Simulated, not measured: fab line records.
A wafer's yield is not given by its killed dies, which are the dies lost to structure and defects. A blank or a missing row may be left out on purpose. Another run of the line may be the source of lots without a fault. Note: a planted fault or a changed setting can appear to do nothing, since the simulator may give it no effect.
Lot-split experiment | flow n5_finfet | 21 wafers read from 7 lots, route of 1938 steps

## SPLIT DETAILS
At N5_BEOL_M4_ETCH_64 (etches SOC in N2/H2, target depth 75 nm, overetch 22.5 nm, time 121.9 s), the setting bias_w was moved away from the recipe's 150 W on 6 of the 21 wafers read, by -10.6% to +17.9%. This setting was run at the recipe's value on the other wafers.

The reading comes from the split's own step.

## THE READING
rf_vpp_V, in V, at N5_BEOL_M4_ETCH_64 (etches SOC in N2/H2, target depth 75 nm, overetch 22.5 nm, time 121.9 s). On this fab line, fault-free wafers typically give 523.8 V with a standard deviation of 1.8 V.

wafer  | tool, chamber at the split | bias_w as run, W | against the recipe | rf_vpp_V, V | against lot-mates on the recipe
L075.1 | rie_diel-02, 0             | 150              | recipe             | 520.9       | -
L075.4 | rie_diel-02, 3             | 150              | recipe             | 527.9       | -
L075.5 | rie_diel-02, 2             | 150              | recipe             | 525.3       | -
L076.1 | rie_diel-06, 1             | 134.1            | -10.6%             | 489.7       | -33.7
L076.4 | rie_diel-06, 3             | 150              | recipe             | 523.4       | -
L076.5 | rie_diel-06, 1             | 134.1            | -10.6%             | 489.6       | -33.8
L084.1 | rie_diel-04, 1             | 150              | recipe             | 522.7       | -
L084.4 | rie_diel-04, 2             | 137.3            | -8.5%              | 496.1       | -26.6
L084.5 | rie_diel-04, 1             | 137.3            | -8.5%              | 493.0       | -29.7
L091.3 | rie_diel-06, 0             | 150              | recipe             | 523.1       | -
L091.4 | rie_diel-06, 2             | 150              | recipe             | 521.4       | -
L091.5 | rie_diel-06, 1             | 150              | recipe             | 525.7       | -
L095.1 | rie_diel-06, 1             | 150              | recipe             | 525.5       | -
L095.2 | rie_diel-06, 0             | 150              | recipe             | 523.3       | -
L095.5 | rie_diel-06, 2             | 168.4            | +12.3%             | 562.0       | +37.6
L094.1 | rie_diel-04, 0             | 176.8            | +17.9%             | 581.4       | +57.8
L094.4 | rie_diel-04, 0             | 150              | recipe             | 523.9       | -
L094.6 | rie_diel-04, 3             | 150              | recipe             | 523.4       | -
L097.1 | rie_diel-06, 1             | 150              | recipe             | 525.8       | -
L097.2 | rie_diel-06, 0             | 150              | recipe             | 523.4       | -
L097.3 | rie_diel-06, 2             | 150              | recipe             | 521.8       | -

THE FIT
A straight line over all 21 wafers: rf_vpp_V changes by +3.24 V for each +1% of bias_w; r = +1.00; the points scatter about the line by 1.8 V.
The same after taking each lot's own level away (the mean of its wafers on the recipe; 21 wafers): +3.2 V for each +1%; r = +1.00; scatter 1.7 V.
The reading moves by 57 V for the largest change in bias_w, on that fit.
Across the lots, their own levels run from 522.70 to 524.70 V, a range of 1.1 times the standard deviation given above.
Hence the lot-to-lot level has little effect on the slope; both slopes agree.
Check: +56.6 V against its lot-mates is what the line predicts for one of the wafers moved furthest among these (+17.9%) when that wafer is left out of the fit. Against them it came out at +57.8 V.
Tool readings at the split's step, against how far the setting was moved: rf_vpp_V r = +1.00.

## THESE WAFERS: OTHER SPLITS
These wafers also went through other splits before the reading. Each is held against what the fit with the lots' levels taken away leaves over:
other split on the same wafers | wafers away from the commonest value | r with rf_vpp_V (lot level and that fit taken away)
N5_BEOL_M3_EXPOSE_08 dose_mj   | 5                                    | +0.25

## THE WHOLE CHAIN: every reading that the file lists as answering this split, in the file's order
step               | what it does                                                            | reading                                                                          | change (the file's fit)                | r (the file's)
N5_BEOL_M4_ETCH_64 | etches SOC in N2/H2, target depth 75 nm, overetch 22.5 nm, time 121.9 s | rf_vpp_V                                                                         | +3.19 V for each +1% of the setting    | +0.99
N5_BEOL_M4_ETCH_64 | etches SOC in N2/H2, target depth 75 nm, overetch 22.5 nm, time 121.9 s | SiARC_of_BEOL_M4_COAT_62.thk_nm (the simulator's own value, which no gauge read) | -0.0621 nm for each +1% of the setting | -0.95

## FILE'S OWN FIT
rf_vpp_V changes by +3.19 V for each +1% of bias_w, r = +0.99.
